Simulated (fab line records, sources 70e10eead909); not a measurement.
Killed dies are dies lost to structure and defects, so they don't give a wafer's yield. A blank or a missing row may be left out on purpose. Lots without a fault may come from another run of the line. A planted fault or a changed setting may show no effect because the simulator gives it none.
Which tool did it? | flow nand_harc | 24 lots, 72 wafers sampled, at 6 steps of a route of 1159

WHAT THE GAUGES READ, wafer by wafer
NHARC_P_M2_CD_MEAS_16. Usual: cd_nm 169.5 nm, standard deviation 0.89.
lot  | measured     | on        | cd_nm (nm)        | flag
L074 | day 6 14:31  | cd_sem-02 | 168.8 168.9 169.3 |
L075 | day 6 20:02  | cd_sem-01 | 169.4 168.2 169.8 |
L076 | day 6 20:52  | cd_sem-02 | 170.3 169.6 171.0 |
L079 | day 7 03:17  | cd_sem-02 | 170.8 169.4 169.9 |
L078 | day 7 04:20  | cd_sem-02 | 168.7 169.1 168.5 |
L077 | day 7 10:46  | cd_sem-01 | 169.1 169.1 170.0 |
L080 | day 7 19:45  | cd_sem-02 | 170.4 168.8 169.9 |
L081 | day 7 20:24  | cd_sem-03 | 170.2 170.6 170.1 |
L083 | day 8 05:50  | cd_sem-02 | 169.8 169.9 170.2 |
L084 | day 8 06:53  | cd_sem-03 | 169.7 169.6 169.9 |
L082 | day 8 08:35  | cd_sem-02 | 170.9 169.8 170.1 |
L085 | day 9 12:41  | cd_sem-03 | 169.0 169.1 168.9 |
L087 | day 9 12:53  | cd_sem-01 | 170.6 170.5 170.8 |
L086 | day 9 14:08  | cd_sem-02 | 168.8 169.6 170.2 |
L088 | day 10 04:05 | cd_sem-02 | 169.0 169.6 169.4 |
L089 | day 10 05:15 | cd_sem-01 | 169.2 168.2 169.1 |
L091 | day 10 08:20 | cd_sem-01 | 171.8 171.2 171.3 |
L090 | day 10 10:15 | cd_sem-01 | 169.5 169.2 169.3 |
L092 | day 10 18:59 | cd_sem-03 | 168.8 170.1 167.7 |
L093 | day 11 00:19 | cd_sem-02 | 168.2 167.7 169.2 |
L094 | day 11 07:32 | cd_sem-01 | 169.3 170.8 169.5 |
L095 | day 11 08:07 | cd_sem-02 | 168.5 169.5 168.6 |
L096 | day 11 16:11 | cd_sem-01 | 168.3 169.0 168.9 |
L097 | day 11 21:31 | cd_sem-03 | 168.4 169.1 168.3 |

WHICH TOOL RAN EACH LOT (tool, then ch and the chambers of the sampled wafers, then the start)
lot  | NHARC_P_M0_PRE_CLEAN_29                 | NHARC_P_M0_PRE_CLEAN_31         | NHARC_P_M1_ETCH_15                            | NHARC_P_M1_DEGAS_29          | NHARC_P_M1_PVD_21
L074 | pvd_sputter-02, day 6 08:11 or earlier  | pecvd-01 ch 0,1, day 6 08:11    | rie_diel-02 ch 1, day 6 09:58                 | pvd_sputter-02, day 6 10:59  | pvd_sputter-02, day 6 14:31 or earlier
L075 | pvd_sputter-03, day 6 14:10 or earlier  | pecvd-04 ch 1,2, day 6 14:10    | rie_diel-03 ch 0,1,3, day 6 16:37 or earlier  | pvd_sputter-03, day 6 16:37  | pvd_sputter-03, day 6 20:02 or earlier
L076 | pvd_sputter-02, day 6 14:55 or earlier  | pecvd-02 ch 0,1, day 6 14:55    | rie_diel-03 ch 1,3, day 6 17:34 or earlier    | pvd_sputter-03, day 6 17:34  | pvd_sputter-03, day 6 20:52 or earlier
L079 | pvd_sputter-01, day 6 21:13 or earlier  | pecvd-01 ch 0,1, day 6 21:13    | rie_diel-08 ch 1,2, day 6 23:49 or earlier    | pvd_sputter-02, day 6 23:49  | pvd_sputter-02, day 7 03:17 or earlier
L078 | pvd_sputter-03, day 6 22:18 or earlier  | pecvd-01 ch 1,2, day 6 22:18    | rie_diel-02 ch 1,2, day 7 00:54 or earlier    | pvd_sputter-03, day 7 00:54  | pvd_sputter-03, day 7 04:20 or earlier
L077 | pvd_sputter-02, day 7 04:13 or earlier  | pecvd-01 ch 1,2, day 7 04:13    | rie_diel-08 ch 0,2,3, day 7 06:45 or earlier  | pvd_sputter-01, day 7 06:45  | pvd_sputter-01, day 7 10:46 or earlier
L080 | pvd_sputter-02, day 7 13:41 or earlier  | pecvd-04 ch 1,2, day 7 13:41    | rie_diel-03 ch 0,2, day 7 16:04 or earlier    | pvd_sputter-02, day 7 16:04  | pvd_sputter-02, day 7 19:45 or earlier
L081 | pvd_sputter-03, day 7 14:01 or earlier  | pecvd-01 ch 0,1,2, day 7 14:01  | rie_diel-08 ch 0,2, day 7 16:32 or earlier    | pvd_sputter-03, day 7 16:32  | pvd_sputter-03, day 7 20:24 or earlier
L083 | pvd_sputter-03, day 8 00:01 or earlier  | pecvd-04 ch 0,1,2, day 8 00:01  | rie_diel-02 ch 0,1,2, day 8 02:28 or earlier  | pvd_sputter-02, day 8 02:28  | pvd_sputter-02, day 8 05:50 or earlier
L084 | pvd_sputter-02, day 8 00:32 or earlier  | pecvd-02 ch 1,2, day 8 00:32    | rie_diel-03 ch 0,1, day 8 03:20 or earlier    | pvd_sputter-03, day 8 03:20  | pvd_sputter-03, day 8 06:53 or earlier
L082 | pvd_sputter-01, day 8 02:34 or earlier  | pecvd-01 ch 0,1, day 8 02:34    | rie_diel-03 ch 0,2, day 8 05:05 or earlier    | pvd_sputter-02, day 8 05:05  | pvd_sputter-02, day 8 08:35 or earlier
L085 | pvd_sputter-02, day 9 06:32 or earlier  | pecvd-01 ch 0,1,2, day 9 06:32  | rie_diel-02 ch 0,2,3, day 9 09:01 or earlier  | pvd_sputter-02, day 9 09:01  | pvd_sputter-02, day 9 12:41 or earlier
L087 | pvd_sputter-03, day 9 06:46 or earlier  | pecvd-02 ch 0,1,2, day 9 06:46  | rie_diel-02 ch 0,2,3, day 9 09:33 or earlier  | pvd_sputter-01, day 9 09:33  | pvd_sputter-01, day 9 12:53 or earlier
L086 | pvd_sputter-02, day 9 07:41 or earlier  | pecvd-02 ch 0,1,2, day 9 07:41  | rie_diel-02 ch 1,2, day 9 10:13 or earlier    | pvd_sputter-03, day 9 10:13  | pvd_sputter-03, day 9 14:08 or earlier
L088 | pvd_sputter-02, day 9 21:46 or earlier  | pecvd-01 ch 1,2, day 9 21:46    | rie_diel-02 ch 0,3, day 10 00:20 or earlier   | pvd_sputter-01, day 10 00:20 | pvd_sputter-01, day 10 04:05 or earlier
L089 | pvd_sputter-01, day 9 22:38 or earlier  | pecvd-01 ch 0,1, day 9 22:38    | rie_diel-02 ch 0,3, day 10 01:17 or earlier   | pvd_sputter-03, day 10 01:17 | pvd_sputter-03, day 10 05:15 or earlier
L091 | pvd_sputter-03, day 10 02:35 or earlier | pecvd-01 ch 0,1,2, day 10 02:35 | rie_diel-02 ch 1,2,3, day 10 04:58 or earlier | pvd_sputter-01, day 10 04:58 | pvd_sputter-01, day 10 08:20 or earlier
L090 | pvd_sputter-01, day 10 03:35 or earlier | pecvd-01 ch 0,2, day 10 03:35   | rie_diel-08 ch 2,3, day 10 06:23 or earlier   | pvd_sputter-01, day 10 06:23 | pvd_sputter-01, day 10 10:15 or earlier
L092 | pvd_sputter-02, day 10 12:59 or earlier | pecvd-02 ch 1,2, day 10 12:59   | rie_diel-02 ch 1,3, day 10 15:28 or earlier   | pvd_sputter-03, day 10 15:28 | pvd_sputter-03, day 10 18:59 or earlier
L093 | pvd_sputter-01, day 10 18:20 or earlier | pecvd-01 ch 0,1,2, day 10 18:20 | rie_diel-08 ch 1,2, day 10 20:52 or earlier   | pvd_sputter-02, day 10 20:52 | pvd_sputter-02, day 11 00:19 or earlier
L094 | pvd_sputter-01, day 11 01:25 or earlier | pecvd-02 ch 1,2, day 11 01:25   | rie_diel-08 ch 1,2, day 11 04:11 or earlier   | pvd_sputter-01, day 11 04:11 | pvd_sputter-01, day 11 07:32 or earlier
L095 | pvd_sputter-02, day 11 01:49 or earlier | pecvd-02 ch 0,1, day 11 01:49   | rie_diel-03 ch 0,1,3, day 11 04:35 or earlier | pvd_sputter-02, day 11 04:35 | pvd_sputter-02, day 11 08:07 or earlier
L096 | pvd_sputter-01, day 11 10:20 or earlier | pecvd-04 ch 0,1, day 11 10:20   | rie_diel-08 ch 0,1, day 11 12:44 or earlier   | pvd_sputter-01, day 11 12:44 | pvd_sputter-01, day 11 16:11 or earlier
L097 | pvd_sputter-01, day 11 15:05 or earlier | pecvd-02 ch 0,1, day 11 15:05   | rie_diel-03 ch 1,2,3, day 11 18:06 or earlier | pvd_sputter-03, day 11 18:06 | pvd_sputter-03, day 11 21:31 or earlier
- NHARC_P_M0_PRE_CLEAN_29: time 30 s.
- NHARC_P_M0_PRE_CLEAN_31: time 12 s.
- NHARC_P_M1_ETCH_15: etches the open film in C4F8/Ar, target depth 182.5 nm, time 91.2 s.
- NHARC_P_M1_DEGAS_29: time 60 s.
- NHARC_P_M1_PVD_21: deposits Cu, target thk 30 nm, time 20.49 s.

WHAT THE TOOLS THEMSELVES READ (means of the sampled wafers that have a number; where no wafer has one, the mark that the record gives instead)
NHARC_P_M0_PRE_CLEAN_29. Usual: heater_power_w 397 W, standard deviation 50.
lot  | tool           | heater_power_w (W) | flag
L074 | pvd_sputter-02 | 429                |
L075 | pvd_sputter-03 | 410                |
L076 | pvd_sputter-02 | 371                |
L079 | pvd_sputter-01 | 423                |
L078 | pvd_sputter-03 | 421                |
L077 | pvd_sputter-02 | 408                |
L080 | pvd_sputter-02 | 349                |
L081 | pvd_sputter-03 | 418                |
L083 | pvd_sputter-03 | 443                |
L084 | pvd_sputter-02 | 417                |
L082 | pvd_sputter-01 | 429                |
L085 | pvd_sputter-02 | 319                |
L087 | pvd_sputter-03 | 413                |
L086 | pvd_sputter-02 | 413                |
L088 | pvd_sputter-02 | 367                |
L089 | pvd_sputter-01 | 369                |
L091 | pvd_sputter-03 | 425                |
L090 | pvd_sputter-01 | 384                |
L092 | pvd_sputter-02 | 358                |
L093 | pvd_sputter-01 | 365                |
L094 | pvd_sputter-01 | 373                |
L095 | pvd_sputter-02 | 345                |
L096 | pvd_sputter-01 | 403                |
L097 | pvd_sputter-01 | 406                |

NHARC_P_M0_PRE_CLEAN_31. Usual: heater_power_w 661 W, standard deviation 85.
lot  | tool     | heater_power_w (W) | flag
L074 | pecvd-01 | 543                |
L075 | pecvd-04 | 643                |
L076 | pecvd-02 | 704                |
L079 | pecvd-01 | 615                |
L078 | pecvd-01 | 616                |
L077 | pecvd-01 | 610                |
L080 | pecvd-04 | 644                |
L081 | pecvd-01 | 641                |
L083 | pecvd-04 | 624                |
L084 | pecvd-02 | 700                |
L082 | pecvd-01 | 635                |
L085 | pecvd-01 | 627                |
L087 | pecvd-02 | 697                |
L086 | pecvd-02 | 682                |
L088 | pecvd-01 | 559                |
L089 | pecvd-01 | 590                |
L091 | pecvd-01 | 671                |
L090 | pecvd-01 | 715                |
L092 | pecvd-02 | 763                |
L093 | pecvd-01 | 636                |
L094 | pecvd-02 | 711                |
L095 | pecvd-02 | 712                |
L096 | pecvd-04 | 533                |
L097 | pecvd-02 | 661                |

NHARC_P_M1_ETCH_15. Usual: oes_product_au 0.959 a.u., standard deviation 0.023; rf_vpp_V 441.3 V, standard deviation 2.5.
lot  | tool        | oes_product_au (a.u.) | rf_vpp_V (V) | flag
L074 | rie_diel-02 | 0.940                 | 440.4        |
L075 | rie_diel-03 | 0.962                 | 442.2        |
L076 | rie_diel-03 | 0.957                 | 442.5        |
L079 | rie_diel-08 | 0.970                 | 442.8        |
L078 | rie_diel-02 | 0.973                 | 443.7        |
L077 | rie_diel-08 | 0.971                 | 439.7        |
L080 | rie_diel-03 | 0.926                 | 439.4        |
L081 | rie_diel-08 | 0.924                 | 440.6        |
L083 | rie_diel-02 | 0.980                 | 441.1        |
L084 | rie_diel-03 | 0.912                 | 441.9        |
L082 | rie_diel-03 | 0.924                 | 439.2        |
L085 | rie_diel-02 | 0.966                 | 442.4        |
L087 | rie_diel-02 | 0.972                 | 442.6        |
L086 | rie_diel-02 | 0.965                 | 442.9        |
L088 | rie_diel-02 | 0.950                 | 441.4        |
L089 | rie_diel-02 | 0.966                 | 440.7        |
L091 | rie_diel-02 | 0.968                 | 442.3        |
L090 | rie_diel-08 | 0.994                 | 438.6        |
L092 | rie_diel-02 | 0.983                 | 440.2        |
L093 | rie_diel-08 | 0.962                 | 443.5        |
L094 | rie_diel-08 | 0.972                 | 444.2        |
L095 | rie_diel-03 | 0.976                 | 442.6        |
L096 | rie_diel-08 | 0.921                 | 441.1        |
L097 | rie_diel-03 | 0.973                 | 442.3        |

NHARC_P_M1_DEGAS_29. Usual: heater_power_w 330 W, standard deviation 41.
lot  | tool           | heater_power_w (W) | flag
L074 | pvd_sputter-02 | 313                |
L075 | pvd_sputter-03 | 340                |
L076 | pvd_sputter-03 | 371                |
L079 | pvd_sputter-02 | 311                |
L078 | pvd_sputter-03 | 337                |
L077 | pvd_sputter-01 | 335                |
L080 | pvd_sputter-02 | 305                |
L081 | pvd_sputter-03 | 339                |
L083 | pvd_sputter-02 | 314                |
L084 | pvd_sputter-03 | 360                |
L082 | pvd_sputter-02 | 343                |
L085 | pvd_sputter-02 | 350                |
L087 | pvd_sputter-01 | 335                |
L086 | pvd_sputter-03 | 364                |
L088 | pvd_sputter-01 | 329                |
L089 | pvd_sputter-03 | 337                |
L091 | pvd_sputter-01 | 309                |
L090 | pvd_sputter-01 | 305                |
L092 | pvd_sputter-03 | 341                |
L093 | pvd_sputter-02 | 284                |
L094 | pvd_sputter-01 | 300                |
L095 | pvd_sputter-02 | 330                |
L096 | pvd_sputter-01 | 315                |
L097 | pvd_sputter-03 | 366                |

NHARC_P_M1_PVD_21. Usual: throttle_valve_pct 29.7 %, standard deviation 1.5.
lot  | tool           | throttle_valve_pct (%) | flag
L074 | pvd_sputter-02 | 30.3                   |
L075 | pvd_sputter-03 | 28.9                   |
L076 | pvd_sputter-03 | 28.6                   |
L079 | pvd_sputter-02 | 30.0                   |
L078 | pvd_sputter-03 | 31.5                   |
L077 | pvd_sputter-01 | 30.0                   |
L080 | pvd_sputter-02 | 30.4                   |
L081 | pvd_sputter-03 | 29.0                   |
L083 | pvd_sputter-02 | 30.0                   |
L084 | pvd_sputter-03 | 31.0                   |
L082 | pvd_sputter-02 | 28.6                   |
L085 | pvd_sputter-02 | 28.8                   |
L087 | pvd_sputter-01 | 29.4                   |
L086 | pvd_sputter-03 | 30.6                   |
L088 | pvd_sputter-01 | 28.6                   |
L089 | pvd_sputter-03 | 30.3                   |
L091 | pvd_sputter-01 | 29.6                   |
L090 | pvd_sputter-01 | 29.8                   |
L092 | pvd_sputter-03 | 29.9                   |
L093 | pvd_sputter-02 | 29.6                   |
L094 | pvd_sputter-01 | 28.7                   |
L095 | pvd_sputter-02 | 31.5                   |
L096 | pvd_sputter-01 | 28.8                   |
L097 | pvd_sputter-03 | 30.4                   |

THE ANSWER, worked out from the rows above alone
Rule: a lot is off if the mean of its wafers that have a number lies more than 3 standard deviations from the usual mean. A lot without any number at a reading at which 4 lots or more have one is off too. The other lots that the step has rows for count as sound. The gauges are gone through in route order, then the tools' own readings, and for those a lot's mean is taken as printed above. The first step at which some lot is off is used, and at that step the reading that is off furthest; a lot without a number counts as furthest.
No lot is off at any reading shown: from this, nothing can be told.

WHAT THE SIMULATOR HAD PUT IN
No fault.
